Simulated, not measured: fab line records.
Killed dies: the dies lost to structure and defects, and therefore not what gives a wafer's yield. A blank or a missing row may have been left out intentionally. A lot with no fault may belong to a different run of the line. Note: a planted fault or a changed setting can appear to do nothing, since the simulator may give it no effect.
Chamber matching    flow n5 finfet    4 sister chambers for N5_DUMMY_GATE_TRIM_49 on rie si-05
The step chemistry O2, time 29 s, target cd 14 nm. 16 wafers are shown with their chamber, then 8 later ones without.

## EACH WAFER AND ITS CHAMBER
wafer   chamber  drypump motor current A (A)  throttle valve pct (%)  oes product au (a.u.)
L079.3  3        6.4                          8.39                    0.982
L079.4  1        4.9                          8.24                    1.007
L079.6  3        6.4                          8.41                    0.988
L081.1  2        6.1                          8.36                    0.999
L081.2  0        5.2                          8.05                    0.999
L081.5  3        6.4                          8.40                    0.985
L082.1  2        6.2                          8.36                    1.020
L082.4  3        6.5                          8.38                    0.977
L082.5  2        6.2                          8.37                    1.018
L083.1  2        6.2                          8.36                    1.023
L083.2  1        4.9                          8.01                    1.010
L083.5  3        6.5                          8.41                    0.979
L086.1  2        6.2                          8.37                    1.006
L086.2  0        5.2                          8.05                    1.003
L086.4  1        4.9                          8.01                    1.007
L087.1  1        4.9                          8.01                    1.011

SIGNATURES, as means of the wafers listed above
reading                  chamber 0  chamber 1  chamber 2  chamber 3  scatter within a chamber
drypump motor current A  5.200      4.900      6.180      6.440      0.0408
throttle valve pct       8.0500     8.0675     8.3640     8.3980     0.0581
oes product au           1.00100    1.00875    1.01320    0.98220    0.00657
Rule: a wafer lies at a distance from a chamber equal to the root of the sum of squares, over the readings, of (its reading less the chamber's mean, divided by the reading's scatter). The wafer belongs to the nearest chamber; if the next one is less than 2 further off, it can't be placed. How the scatter is found: for the shown wafers, subtract from each reading the mean of its chamber, square and add these, divide the total by (wafers less chambers), then take the root.

## WAFERS MISSING THEIR CHAMBER
wafer   drypump motor current A (A)  throttle valve pct (%)  oes product au (a.u.)
L087.2  6.2                          8.35                    1.015
L087.6  6.2                          8.36                    1.009
L091.1  6.1                          8.36                    1.009
L091.3  5.2                          8.05                    0.997
L091.4  4.9                          8.01                    1.012
L095.2  5.2                          8.05                    0.997
L095.4  6.5                          8.15                    0.982
L095.5  5.2                          8.04                    0.996

## CHAMBER TAKEN BY EACH
wafer   from the rows above  in truth
L087.2  2                    2
L087.6  2                    2
L091.1  2                    2
L091.3  0                    0
L091.4  1                    1
L095.2  0                    0
L095.4  3                    3
L095.5  0                    0
Correctly placed: 8 of 8. Not placeable from these rows: 0. Placed wrongly: 0.
